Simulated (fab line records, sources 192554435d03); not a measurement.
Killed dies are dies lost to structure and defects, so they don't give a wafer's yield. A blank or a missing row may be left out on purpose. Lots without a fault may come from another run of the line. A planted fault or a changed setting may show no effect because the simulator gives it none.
fab line records | flow n5_finfet
record lots=9 wafers=27 last_day=22
route steps=1938 shown BEOL_M4@1111 BEOL_M12@1646 PASSIVATION@1936
lots that met no fault: from a run of the same line without faults
start_h: hours from the record's first day to the start of the lot's first wafer shown | wait_h: hours since the lot's step before | " the same as in the row above | L1.1+2: a row that stands for several wafers | - no value, or no start given | * or withheld: withheld | < > ~ a bound
route shown NAME@n: a module of which the file shows steps, and the number in the route of the first | usual: mean/standard deviation of fault-free wafers | same: alike in all rows | chamber/n: place in a boat | sites: the reading at each site | _std_site: their standard deviation | _edge_site: outer sites' mean less inner sites' | radius_mm: how far each site lies from the wafer's centre | mask NAME#n: copy n | behind: the tool/chamber that last shaped the wafer | hold: why the lot was held/for how many hours/how that ended | device: the transistor (n, p or np) that didn't switch | end of line: the same wafers' tests at the end of the route | a step without rows: its recipe alone | killed: dies lost to structure and defects at the first sort, not the wafer's yield | map: a wafer's dies, x killed, . not, _ none there
set.NAME: the setting as run; set.NAME@STEP: as run at that earlier step | model.NAME: the simulator's own value behind a step, which no gauge read
steps of the route over a sample of lots; a table a step, a row a wafer
services: from which hour (start_h, from the record's first day; less than 0 if before it) a tool's chamber was out of use, for how many hours, and why
## steps
# step N5_BEOL_M4_RC_MEAS_101
# usual DIBL_N=36.3/1.1 DIBL_P=36.3/1.4 IOFF_N=0.155/0.019 IOFF_P=0.211/0.027 ION_N=672/8.5 ION_P=462/5.8 SS_N=71.5/0.56 SS_P=73.3/0.52 VT_N=249.9/2.5 VT_P=-249.8/2.8
# columns lot.wafer tool chamber start_h wait_h DIBL_N[mV/V] DIBL_P[mV/V] IOFF_N[nA/um] IOFF_P[nA/um] ION_N[uA/um] ION_P[uA/um] SS_N[mV/dec] SS_P[mV/dec] VT_N[mV] VT_P[mV]
L800.2 prober-01 0 210.19 0.2 37.5 38.2 0.185 0.238 676 460 71.3 74.3 247.9 -248.6
L800.4 " 0 " " 37.8 39.5 0.200 0.248 675 459 73.1 74.2 245.3 -248.1
L800.5 " 0 " " 35.0 35.7 0.143 0.190 670 463 71.3 73.0 250.0 -251.1
L802.1 prober-01 0 219.84 0.0 35.0 36.1 0.126 0.198 669 459 70.9 72.1 255.9 -249.1
L802.4 " 0 " " 35.6 37.4 0.148 0.235 679 473 71.3 73.1 248.9 -247.1
L802.6 " 0 " " 36.1 37.8 0.149 0.227 668 458 71.5 72.3 251.6 -248.8
L801.4 prober-01 0 228.86 0.5 35.6 36.9 0.152 0.178 669 451 71.1 73.6 248.7 -253.7
L801.5 " 0 " " 34.9 35.4 0.134 0.170 670 456 71.3 73.3 249.2 -252.4
L801.6 " 0 " " 35.7 35.9 0.153 0.178 671 455 72.0 73.3 251.5 -253.4
L805.3 prober-01 0 257.20 0.3 38.0 36.8 0.165 0.207 667 454 71.7 73.4 248.1 -253.2
L805.4 " 0 " " 37.0 36.1 0.151 0.196 676 456 70.8 72.4 249.1 -252.9
L805.5 " 0 " " 37.8 36.5 0.166 0.200 680 455 71.3 73.5 249.3 -253.1
L808.2 prober-02 0 311.20 0.2 35.9 36.0 0.138 0.162 662 451 71.5 73.4 250.9 -255.3
L808.3 " 0 " " 35.7 35.8 0.138 0.165 671 455 71.1 72.9 253.8 -253.9
L808.4 " 0 " " 35.2 35.6 0.128 0.158 668 456 70.8 72.3 255.3 -256.4
L809.4 prober-02 0 322.57 0.5 36.8 35.7 0.137 0.201 677 467 70.4 72.5 250.5 -250.7
L809.5 " 0 " " 37.9 37.1 0.163 0.222 675 468 71.6 73.2 249.0 -246.1
L809.6 " 0 " " 37.7 37.4 0.156 0.216 672 461 71.7 74.0 248.3 -251.8
L820.4 prober-01 0 368.66 0.5 34.9 37.6 0.168 0.241 668 470 70.4 73.3 247.3 -247.3
L820.5 " 0 " " 34.3 36.8 0.150 0.235 673 472 71.7 73.1 249.5 -244.4
L820.6 " 0 " " 34.9 36.6 0.157 0.232 665 465 71.8 72.6 251.7 -248.7
L818.1 prober-02 0 391.34 0.0 36.7 36.8 0.160 0.218 677 467 71.3 73.0 248.6 -247.3
L818.4 " 0 " " 37.0 37.5 0.168 0.219 684 468 70.9 72.6 249.9 -248.5
L818.5 " 0 " " 35.8 35.6 0.143 0.199 665 463 71.3 73.0 249.8 -250.6
L821.3 prober-01 0 401.12 0.3 35.6 35.2 0.158 0.210 682 464 72.1 73.3 248.2 -248.4
L821.4 " 0 " " 36.3 34.7 0.159 0.200 666 459 72.0 73.4 249.2 -250.9
L821.6 " 0 " " 36.0 35.2 0.158 0.205 675 458 71.3 73.0 249.8 -249.2
# step N5_BEOL_M12_DEGAS_41
# recipe ambient=vacuum temp_c=250 time_s=60
# usual heater_power_w=321/30
# columns lot.wafer tool chamber start_h wait_h heater_power_w
L800.2 pvd_sputter-02 - 282.40 0.2 348
L800.4 " - " " 302
L800.5 " - " " 290
L802.1 pvd_sputter-01 - 295.21 0.0 330
L802.4 " - " " 283
L802.6 " - " " 292
L801.4 pvd_sputter-01 - 300.63 0.0 332
L801.5 " - " " 332
L801.6 " - " " 288
L805.3 pvd_sputter-02 - 326.77 0.2 313
L805.4 " - " " 293
L805.5 " - " " 305
L808.2 pvd_sputter-01 - 381.91 0.0 334
L808.3 " - " " 290
L808.4 " - " " 328
L809.4 pvd_sputter-02 - 387.87 0.3 307
L809.5 " - " " 379
L809.6 " - " " 349
L820.4 pvd_sputter-03 - 442.36 0.4 363
L820.5 " - " " 354
L820.6 " - " " 364
L821.3 pvd_sputter-03 - 474.66 0.5 289
L821.4 " - " " 360
L821.6 " - " " 288
L818.1 pvd_sputter-03 - 479.64 0.6 292
L818.4 " - " " 320
L818.5 " - " " 318
# step N5_BEOL_M12_PRE_CLEAN_42
# recipe gas=H2/He time_s=30 temp_c=250
# usual heater_power_w=321/29
# columns lot.wafer tool chamber start_h wait_h heater_power_w
L800.2 pvd_sputter-02 - 282.44 0.0 354
L800.4 " - " " 301
L800.5 " - " " 299
L802.1 pvd_sputter-01 - 295.25 0.0 321
L802.4 " - " " 288
L802.6 " - " " 292
L801.4 pvd_sputter-01 - 300.67 0.0 336
L801.5 " - " " 328
L801.6 " - " " 285
L805.3 pvd_sputter-02 - 326.81 0.0 308
L805.4 " - " " 297
L805.5 " - " " 314
L808.2 pvd_sputter-01 - 381.95 0.0 323
L808.3 " - " " 292
L808.4 " - " " 331
L809.4 pvd_sputter-02 - 387.91 0.0 311
L809.5 " - " " 375
L809.6 " - " " 351
L820.4 pvd_sputter-03 - 442.40 0.0 368
L820.5 " - " " 355
L820.6 " - " " 366
L821.3 pvd_sputter-03 - 474.70 0.0 286
L821.4 " - " " 370
L821.6 " - " " 289
L818.1 pvd_sputter-03 - 479.68 0.0 293
L818.4 " - " " 319
L818.5 " - " " 325
# step N5_BEOL_M12_CMP_49
# recipe stop_on=SiOC t_overpolish_s=20.6 down_force_psi=1 platen_rpm=50 clearing_platen_down_force_psi=1.5 clearing_platen_rpm=50 post_cmp_clean=cu_alkaline target_thk_nm=320 clearing_platen_pad_velocity_m_s=0.99484 pad_velocity_m_s=0.99484
# usual barrier_field_endpoint_s=30.6/0.7 clearing_platen_down_force_psi=1.500/0.0031 motor_current_A=6.2/0.56 overpolish_run_s=20.599/0.0097 pad_life_wafers=902/510
# columns lot.wafer tool chamber start_h wait_h barrier_field_endpoint_s clearing_platen_down_force_psi motor_current_A overpolish_run_s pad_life_wafers
L800.4 cmp-04 1 283.20 0.1 30.7 1.494 6.7 20.594 306
L800.2 " 2 " " 32.0 1.497 6.1 20.604 307
L800.5 " 1 " " 31.2 1.499 6.9 20.594 -
L802.4 cmp-04 2 296.17 0.3 30.5 1.500 6.1 20.597 386
L802.1 " 3 " " 31.2 1.497 6.9 20.599 387
L802.6 " 1 " " 31.5 1.495 7.1 20.600 -
L801.4 cmp-04 0 301.43 0.1 29.5 1.500 5.5 20.605 432
L801.6 " 0 " " 29.7 1.501 6.0 20.582 -
L801.5 " 1 " " 29.4 1.503 7.2 20.611 -
L805.4 cmp-04 2 327.62 0.2 30.6 1.500 5.8 20.618 595
L805.3 " 0 " " 30.2 1.503 5.7 20.595 597
L805.5 " 1 " " 30.7 1.502 7.1 20.581 -
L808.4 cmp-04 1 382.71 0.1 30.5 1.500 6.7 20.603 960
L808.2 " 2 " " 30.3 1.502 6.3 20.598 961
L808.3 " 3 " " 31.1 1.501 6.3 20.619 962
L809.4 cmp-03 2 388.76 0.2 30.8 1.495 5.8 20.609 434
L809.5 " 0 " " 31.3 1.495 6.0 20.603 -
L809.6 " 1 " " 31.7 1.498 6.2 20.605 -
L820.4 cmp-04 2 443.39 0.2 30.2 1.499 6.0 20.613 1461
L820.5 " 3 " " 30.5 1.501 6.6 20.598 -
L820.6 " 0 " " 30.5 1.502 5.7 20.610 -
L821.4 cmp-02 0 475.51 0.2 31.5 1.497 5.9 20.596 1357
L821.3 " 1 " " 31.3 1.496 6.3 20.600 1358
L821.6 " 3 " " 30.7 1.495 5.1 20.600 -
L818.1 cmp-04 0 480.52 0.3 30.6 1.503 5.9 20.598 1754
L818.4 " 1 " " 60.7 1.493 7.0 5.624 1755
L818.5 " 3 " " 30.7 1.498 6.6 20.599 -
# step N5_BEOL_M12_THK_MEAS_50
# recipe thk_meas_gauge=xrf reads=Cu_of_BEOL_M12_ECD_47
# usual M12_THK=314/4.6
# columns lot.wafer tool chamber start_h wait_h M12_THK[nm]
L800.2 film_metro-02 - 283.50 - 305
L800.4 " - " " 323
L800.5 " - " " 314
L802.1 film_metro-02 - 296.39 - 319
L802.4 " - " " 311
L802.6 " - " " 316
L801.4 film_metro-01 - 301.72 - 313
L801.5 " - " " 317
L801.6 " - " " 309
L805.3 film_metro-01 - 327.88 - 315
L805.4 " - " " 311
L805.5 " - " " 309
L808.2 film_metro-02 - 383.02 0.2 317
L808.3 " - " " 316
L808.4 " - " " 315
L809.4 film_metro-02 - 388.98 - 308
L809.5 " - " " 314
L809.6 " - " " 315
L820.4 film_metro-01 - 443.57 - 313
L820.5 " - " " 316
L820.6 " - " " 313
L821.3 film_metro-01 - 475.77 - 318
L821.4 " - " " 318
L821.6 " - " " 311
L818.1 film_metro-02 - 480.74 - 308
L818.4 " - " " 580
L818.5 " - " " 307
# step N5_BEOL_M12_DEP_53
# recipe material=SiCN target_thk_a=300 temp_c=withheld precursor=3MS/NH3 pressure_torr=3 rf_w=675 time_s=10.5
# usual showerhead_plenum_p_Torr=4.148/0.018 throttle_valve_pct=18.0/0.67
# columns lot.wafer tool chamber start_h wait_h showerhead_plenum_p_Torr throttle_valve_pct
L800.2 pecvd-02 2 283.57 0.0 4.146 17.9
L800.4 " 2 " " 4.137 17.8
L800.5 " 2 " " 4.133 17.9
L802.1 pecvd-04 1 296.45 0.0 4.190 17.1
L802.4 " 1 " " 4.187 17.5
L802.6 " 0 " " 4.137 18.8
L801.4 pecvd-02 1 301.81 0.0 4.163 17.9
L801.5 " 1 " " 4.161 17.5
L801.6 " 2 " " 4.144 18.1
L805.3 pecvd-02 0 327.94 0.0 4.157 18.4
L805.4 " 1 " " 4.150 17.5
L805.5 " 2 " " 4.139 18.0
L808.2 pecvd-04 1 383.08 0.0 4.173 17.9
L808.3 " 2 " " 4.142 18.2
L808.4 " 2 " " 4.145 18.5
L809.4 pecvd-03 1 389.06 0.0 4.123 18.4
L809.5 " 2 " " 4.151 17.0
L809.6 " 0 " " 4.166 18.7
L820.4 pecvd-02 2 443.64 0.0 4.149 18.1
L820.5 " 1 " " 4.145 17.5
L820.6 " 0 " " 4.172 18.3
L821.3 pecvd-02 1 475.83 0.0 4.157 17.7
L821.4 " 0 " " 4.163 18.5
L821.6 " 1 " " 4.160 17.4
L818.1 pecvd-04 2 480.80 0.0 4.146 18.6
L818.4 " 0 " " 4.135 18.4
L818.5 " 2 " " 4.149 18.7
# step N5_BEOL_M12_INSPECT_55
# recipe inspect_instrument=darkfield mode=post_dep
# usual raw_defect_count=67/23
# columns lot.wafer tool chamber start_h wait_h raw_defect_count
L800.2 defect_inspect-02 - 283.67 0.0 60
L800.4 " - " " 56
L800.5 " - " " 43
L802.1 defect_inspect-01 - 296.54 0.0 56
L802.4 " - " " 68
L802.6 " - " " 56
L801.4 defect_inspect-02 - 301.90 0.0 70
L801.5 " - " " 28
L801.6 " - " " 33
L805.3 defect_inspect-01 - 328.03 0.0 111
L805.4 " - " " 96
L805.5 " - " " 85
L808.2 defect_inspect-01 - 383.17 0.0 70
L808.3 " - " " 53
L808.4 " - " " 73
L809.4 defect_inspect-01 - 389.13 0.0 52
L809.5 " - " " 72
L809.6 " - " " 62
L820.4 defect_inspect-02 - 443.72 0.0 61
L820.5 " - " " 54
L820.6 " - " " 62
L821.3 defect_inspect-01 - 475.92 0.0 88
L821.4 " - " " 73
L821.6 " - " " 78
L818.1 defect_inspect-01 - 480.89 0.0 127
L818.4 " - " " 4876
L818.5 " - " " 108
# step N5_PASSIVATION_PROBE_49
# usual defect_limited_yield=91.4/1.2 killed_at_M0_to_M3=34/10 killed_at_M4_up=14/5.1 killed_at_contacts=12/6.4 killed_at_front_end=38/9.3 killed_at_other=4/3 killed_dies=102/15 killed_on_rim=13/3.6 killed_open=67/12 killed_short=33/6.9 sort_bin_5_function=5.0/0.86 sort_bin_6_memory=3.2/0.58 sort_n_pass=1078/15 sort_yield_pct=91.4/1.2
# same gross_dies=1180 killed_at_back_side=0 sort_bin_4_leakage[%]=0 sort_bin_8_speed[%]=0
# columns lot.wafer tool chamber start_h wait_h defect_limited_yield[%] killed_at_M0_to_M3 killed_at_M4_up killed_at_contacts killed_at_front_end killed_at_other killed_dies killed_on_rim killed_open killed_short sort_bin_5_function[%] sort_bin_6_memory[%] sort_n_pass sort_yield_pct[%]
L802.1 prober-01 - 330.42 0.0 89.8 29 30 24 33 4 120 10 80 36 6.0 3.8 1060 89.8
L802.4 prober-01 - 330.57 0.2 90.7 35 14 11 45 5 110 11 77 33 5.7 3.2 1070 90.7
L802.6 prober-01 - 330.67 0.3 91.4 33 13 21 33 2 102 12 75 25 5.2 3.3 1078 91.4
L818.1 prober-01 - 522.26 0.0 91.2 42 11 21 29 1 104 13 68 35 5.2 3.4 1076 91.2
L818.4 prober-01 - 522.41 0.2 0 34 1093 13 37 3 1180 152 59 36 4.2 3.6 0 0
L818.5 prober-01 - 522.46 0.2 91.0 37 8 33 28 0 106 18 76 29 4.8 3.7 1074 91.0
# killed by level:class
L802.1 MOL_CONTACT_COAG:geometric_particle:open=16 BEOL_M3:geometric_particle:open=12 BEOL_M4:geometric_particle:open=9 MOL_CONTACT_COAG:geometric_particle:short=8 FIN_SAQP:geometric_particle:open=7 BEOL_M2:geometric_particle:open=5 FIN_SAQP:geometric_particle:short=4 STI_FIN_REVEAL:geometric_particle:open=4
L802.4 BEOL_M3:geometric_particle:open=11 FIN_SAQP:geometric_particle:open=10 BEOL_M2:geometric_particle:open=8 MOL_CONTACT_COAG:geometric_particle:open=7 BEOL_M4:geometric_particle:open=7 FIN_SAQP:geometric_particle:short=6 STI_FIN_REVEAL:geometric_particle:open=6 STARTING-WAFER:geometric_particle:short=5
L802.6 MOL_CONTACT_COAG:geometric_particle:open=19 FIN_SAQP:geometric_particle:open=11 BEOL_M3:geometric_particle:open=10 BEOL_M4:geometric_particle:open=7 BEOL_M1:geometric_particle:open=5 FIN_SAQP:geometric_particle:short=4 BEOL_M0_SAQP:geometric_particle:open=4 STI_FIN_REVEAL:geometric_particle:short=3
L818.1 MOL_CONTACT_COAG:geometric_particle:open=17 BEOL_M0_SAQP:geometric_particle:open=10 STI_FIN_REVEAL:geometric_particle:open=10 BEOL_M0_SAQP:geometric_particle:short=10 BEOL_M3:geometric_particle:open=7 GATE_CUT:geometric_particle:short=5 FIN_SAQP:geometric_particle:open=4 BEOL_M5:geometric_particle:open=4
L818.4 BEOL_M12:area_cmp=1082 BEOL_M2:geometric_particle:open=10 MOL_CONTACT_COAG:geometric_particle:open=9 FIN_SAQP:geometric_particle:open=6 GATE_CUT:geometric_particle:open=6 FIN_SAQP:geometric_particle:short=5 BEOL_M0_SAQP:geometric_particle:short=5 STARTING-WAFER:geometric_particle:short=5
L818.5 MOL_CONTACT_COAG:geometric_particle:open=27 BEOL_M2:geometric_particle:open=14 FIN_SAQP:geometric_particle:short=7 MOL_CONTACT_COAG:geometric_particle:short=6 BEOL_M0_SAQP:geometric_particle:short=6 BEOL_M0:geometric_particle:open=5 BEOL_M3:geometric_particle:open=5 FIN_SAQP:geometric_particle:open=4
## services
# columns tool chamber start_h hours kind
cmp-04 - 264.82 0.8 repair
cmp-03 - 270.86 1.0 repair
pvd_sputter-03 - 273.75 1.9 repair
pecvd-02 0 274.67 30.8 repair
cmp-04 - 288.21 0.8 repair
cmp-02 - 291.63 4.0 pm
cmp-02 - 295.98 4.2 pm
cmp-03 - 303.08 2.8 repair
cmp-02 - 303.40 0.6 repair
cmp-04 - 303.73 2.6 repair
cmp-03 - 313.46 4.0 pm
cmp-03 - 336.82 3.6 repair
pecvd-02 2 337.97 16.0 repair
pecvd-04 - 343.78 0.7 repair
pecvd-02 2 355.96 3.8 repair
cmp-03 - 357.64 2.2 pm
pvd_sputter-03 - 368.86 6.0 repair
cmp-02 - 393.48 1.2 repair
cmp-04 - 410.30 0.6 repair
pecvd-04 1 411.59 7.1 repair
cmp-03 - 416.98 0.5 repair
cmp-04 - 435.98 3.0 pm
pvd_sputter-01 - 437.04 27.5 repair
cmp-04 - 453.98 4.5 repair
## key
first_sign step=N5_BEOL_M12_CMP_49 reading=overpolish_run_s direction=down sigmas=99+ usual=20.599 struck=5.624
effect step=N5_BEOL_M12_CMP_49 reading=barrier_field_endpoint_s direction=up sigmas=43 usual=30.6 struck=60.7
effect step=N5_BEOL_M12_THK_MEAS_50 reading=M12_THK direction=up sigmas=58 usual=314 struck=580
effect step=N5_BEOL_M12_INSPECT_55 reading=raw_defect_count direction=up sigmas=99+ usual=67 struck=4876
effect step=N5_PASSIVATION_PROBE_49 reading=killed_at_M4_up direction=up sigmas=99+ usual=14 struck=1093
more_kills_born_at N5_BEOL_M12_CMP_49@cmp-04=1082
met_at N5_BEOL_M12_CMP_49
struck_lots L818
struck_wafers L818.4
later_rows_left_out L818.4
not_acting_at N5_BEOL_M12_DEGAS_41,N5_BEOL_M12_PRE_CLEAN_42,N5_BEOL_M12_DEP_53
onset_between 443.39 480.52
fault kind=process_parameter_drift tool=cmp-04 chamber=- onset_h=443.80 steps=N5_BEOL_M12_CMP_49 channel=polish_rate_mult offset=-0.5 shape=step end_h=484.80 scope=struck_wafers_only
# later_rows_left_out: the simulator's readings of these wafers behind a module that went badly wrong aren't trusted and aren't shown, but for the sort
